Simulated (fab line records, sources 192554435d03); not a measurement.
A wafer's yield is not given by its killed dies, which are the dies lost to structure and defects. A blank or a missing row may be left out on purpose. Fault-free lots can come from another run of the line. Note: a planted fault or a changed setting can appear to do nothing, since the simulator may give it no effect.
Chamber matching    flow n5_finfet    4 sister chambers for N5_BEOL_M12_ETCH_68 on rie_diel-05
The step etches SOC in N2/H2, time 285 s. 8 wafers are shown with their chamber, then 7 later ones without.

WAFERS WITH THEIR CHAMBER
wafer   chamber  throttle_valve_pct (%)  oes_product_au (a.u.)
L077.2  2        18.32                   0.68
L077.6  2        18.34                   0.69
L083.3  3        17.48                   0.91
L083.4  1        17.71                   0.71
L087.5  0        18.31                   0.71
L087.6  1        17.73                   0.71
L092.2  3        17.51                   0.88
L092.3  0        18.33                   0.71

WAFERS MISSING THEIR CHAMBER
wafer   throttle_valve_pct (%)  oes_product_au (a.u.)
L092.4  18.32                   0.70
L090.2  17.52                   0.88
L090.3  18.32                   0.70
L090.6  18.00                   0.94
L095.1  18.01                   0.90
L095.3  17.53                   0.86
L095.4  18.01                   0.91

WHICH CHAMBER EACH ONE RAN IN
wafer   from the rows above      in truth
L092.4  can't be placed: 0 or 2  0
L090.2  3                        3
L090.3  can't be placed: 0 or 2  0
L090.6  can't be placed: 1 or 0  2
L095.1  can't be placed: 1 or 0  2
L095.3  3                        3
L095.4  can't be placed: 1 or 0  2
2 of 7 placed correctly. Cannot be placed on the basis of these rows: 5; the candidates contain the true chamber in 2. 0 placed wrongly.
How it was worked out, from the rows above alone: a wafer's distance from a chamber is the root of the sum, over the readings, of the square of ((its reading less the chamber's mean) divided by the reading's scatter). If the next closest chamber is less than 2 further off than the closest, the wafer can't be placed; otherwise it belongs to the closest. A chamber's mean is the mean of its shown wafers. The scatter: the root of (the sum of the squares of (reading less its chamber's mean) over the shown wafers, divided by (wafers less chambers)).
